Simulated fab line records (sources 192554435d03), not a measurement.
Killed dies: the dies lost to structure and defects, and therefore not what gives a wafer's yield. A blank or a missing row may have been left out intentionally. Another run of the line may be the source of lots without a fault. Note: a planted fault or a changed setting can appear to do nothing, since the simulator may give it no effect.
Chamber matching | flow n5-finfet | N5_BEOL_M0_ALD_136 on ald-metal-03: 4 sister chambers
The step deposits TaN, pulse time 2 s, purge time 3 s, co reactant purge time 2 s. 4 wafers are shown with their chamber, then 8 later ones without.

== EACH WAFER AND ITS CHAMBER ==
wafer  | chamber | heater-power-w (W)
L084.6 | 2       | 480
L085.2 | 0       | 424
L085.5 | 3       | 338
L089.1 | 1       | 489

== WAFERS WITHOUT THEIR CHAMBER ==
wafer  | heater-power-w (W)
L089.3 | 474
L089.5 | 470
L091.1 | 413
L091.4 | 480
L091.5 | 487
L094.1 | 472
L094.2 | 329
L094.4 | 420

== CHAMBER TAKEN BY EACH ==
wafer  | from the rows above     | in truth
L089.3 | can't be placed: 2 or 1 | 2
L089.5 | can't be placed: 2 or 1 | 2
L091.1 | 0                       | 0
L091.4 | can't be placed: 2 or 1 | 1
L091.5 | can't be placed: 1 or 2 | 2
L094.1 | can't be placed: 2 or 1 | 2
L094.2 | 3                       | 3
L094.4 | 0                       | 0
3 of 8 placed correctly. Can't be placed from these rows: 5 (the true chamber is among the candidates in 5). Placed wrongly: 0.
How it was worked out, from the rows above alone: a wafer's distance from a chamber is the root of the sum, over the readings, of the square of ((its reading less the chamber's mean) divided by the reading's scatter). The wafer belongs to the nearest chamber; if the next one is less than 2 further off, it can't be placed. Each chamber's mean is taken over the wafers shown for it. The scatter: root of mean squared gap, hidden wafer to nearest shown wafer, with one shown wafer a chamber.
